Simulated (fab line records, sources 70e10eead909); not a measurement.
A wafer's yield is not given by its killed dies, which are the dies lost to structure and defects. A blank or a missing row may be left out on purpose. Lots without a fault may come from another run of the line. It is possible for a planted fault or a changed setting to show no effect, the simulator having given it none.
Matching of chambers :: flow nand_harc :: NHARC_A_M0_PRE_CLEAN_31 on pecvd-03: 3 sister chambers
The step time 12 s. 3 wafers are shown with their chamber, then 7 later ones without.

WAFERS PAIRED WITH THEIR CHAMBERS
wafer: L085.2
chamber: 1
heater_power_w (W): 654

wafer: L085.5
chamber: 2
heater_power_w (W): 658

wafer: L086.5
chamber: 0
heater_power_w (W): 515

WAFERS MISSING THEIR CHAMBER
wafer: L086.6
heater_power_w (W): 539

wafer: L090.1
heater_power_w (W): 435

wafer: L090.4
heater_power_w (W): 673

wafer: L090.5
heater_power_w (W): 442

wafer: L097.2
heater_power_w (W): 648

wafer: L097.4
heater_power_w (W): 639

wafer: L097.5
heater_power_w (W): 646

CHAMBER TAKEN BY EACH
wafer: L086.6
from the rows above: 0
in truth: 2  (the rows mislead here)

wafer: L090.1
from the rows above: 0
in truth: 0

wafer: L090.4
from the rows above: can't be placed: 2 or 1
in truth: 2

wafer: L090.5
from the rows above: 0
in truth: 0

wafer: L097.2
from the rows above: can't be placed: 1 or 2
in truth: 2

wafer: L097.4
from the rows above: can't be placed: 1 or 2
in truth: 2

wafer: L097.5
from the rows above: can't be placed: 1 or 2
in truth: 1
Placed correctly: 2 of 7. Unplaceable from these rows: 4, with the true chamber sitting among the candidates in 4. Wrongly placed: 1.
How it was worked out, from the rows above alone: a wafer's distance from a chamber is the root of the sum, over the readings, of the square of ((its reading less the chamber's mean) divided by the reading's scatter). The wafer belongs to the nearest chamber; if the next one is less than 2 further off, it can't be placed. For every chamber, the mean is computed from those of its wafers that are shown. The scatter: root of mean squared gap, hidden wafer to nearest shown wafer, with one shown wafer a chamber.
